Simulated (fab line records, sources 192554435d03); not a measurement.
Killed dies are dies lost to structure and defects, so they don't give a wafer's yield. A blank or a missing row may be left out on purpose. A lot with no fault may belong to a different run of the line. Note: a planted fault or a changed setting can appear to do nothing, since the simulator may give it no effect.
Chamber matching ; flow n5Finfet ; N5_BEOL_M3_DEP_57 on pecvd-01: 3 sister chambers
The step deposits SiCN from 3MS/NH3, target thk 8 nm, time 14 s. 6 wafers are shown with their chamber, then 9 later ones without.

WAFERS PAIRED WITH THEIR CHAMBERS
wafer;chamber;throttleValvePct (%);showerheadPlenumPTorr (Torr)
L077.1;2;9.1;3.627
L078.4;2;9.0;3.637
L081.2;0;9.1;3.652
L083.3;1;10.2;3.663
L083.4;1;10.2;3.663
L083.5;0;9.3;3.653

WAFERS WITH NO CHAMBER GIVEN
wafer;throttleValvePct (%);showerheadPlenumPTorr (Torr)
L082.2;8.7;3.629
L082.3;8.8;3.635
L082.6;9.0;3.629
L089.2;9.3;3.645
L089.3;8.7;3.629
L089.6;9.0;3.634
L094.2;9.1;3.651
L094.3;10.1;3.661
L094.5;9.3;3.654

WHICH CHAMBER EACH ONE RAN IN
wafer;from the rows above;in truth
L082.2;2;2
L082.3;2;2
L082.6;2;2
L089.2;0;0
L089.3;2;2
L089.6;2;2
L094.2;0;0
L094.3;1;1
L094.5;0;0
9 of 9 placed correctly. Left unplaced by these rows: 0. Placed wrongly: 0.
How it was worked out, from the rows above alone: a wafer's distance from a chamber is the root of the sum, over the readings, of the square of ((its reading less the chamber's mean) divided by the reading's scatter). The wafer belongs to the nearest chamber; if the next one is less than 2 further off, it can't be placed. A chamber's mean is the mean of its shown wafers. The scatter is the square root of a quotient: the sum, over the shown wafers, of each reading's squared deviation from its chamber's mean, divided by wafers minus chambers.
